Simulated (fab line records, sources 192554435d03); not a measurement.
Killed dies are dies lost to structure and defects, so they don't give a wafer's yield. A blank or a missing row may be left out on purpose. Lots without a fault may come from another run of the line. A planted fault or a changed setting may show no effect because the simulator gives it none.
Chamber matching | flow n5_finfet | N5_PMOS_HMC_CHANNEL_EPI_ETCH_38 on rie_si-06: 4 sister chambers
The step etches SiO2 in CF4, target depth 1.5 nm. 4 wafers are shown with their chamber, then 12 later ones without.

WAFERS WITH THEIR CHAMBER
wafer  | chamber | drypump_motor_current_A (A)
L087.4 | 1       | 5.9
L092.2 | 0       | 4.8
L092.4 | 3       | 5.4
L092.5 | 2       | 6.0

WAFERS WITHOUT THEIR CHAMBER
wafer  | drypump_motor_current_A (A)
L093.1 | 5.3
L093.5 | 5.3
L093.6 | 4.8
L094.1 | 5.9
L094.2 | 4.8
L094.3 | 6.0
L094.4 | 5.4
L094.5 | 5.9
L094.6 | 6.1
L096.2 | 6.1
L096.4 | 5.9
L096.6 | 5.3

WHICH CHAMBER EACH WENT THROUGH
wafer  | from the rows above     | in truth
L093.1 | 3                       | 3
L093.5 | 3                       | 3
L093.6 | 0                       | 0
L094.1 | can't be placed: 1 or 2 | 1
L094.2 | 0                       | 0
L094.3 | can't be placed: 2 or 1 | 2
L094.4 | 3                       | 3
L094.5 | can't be placed: 1 or 2 | 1
L094.6 | can't be placed: 2 or 1 | 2
L096.2 | can't be placed: 2 or 1 | 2
L096.4 | can't be placed: 1 or 2 | 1
L096.6 | 3                       | 3
Placed correctly: 6 of 12. Can't be placed from these rows: 6 (the true chamber is among the candidates in 6). Placed wrongly: 0.
How it was worked out, from the rows above alone: a wafer's distance from a chamber is the root of the sum, over the readings, of the square of ((its reading less the chamber's mean) divided by the reading's scatter). The wafer belongs to the nearest chamber; if the next one is less than 2 further off, it can't be placed. A chamber's mean is the mean of its shown wafers. The scatter: with one shown wafer a chamber, the root of the mean of the squares of how far each hidden wafer lies from its nearest shown one.
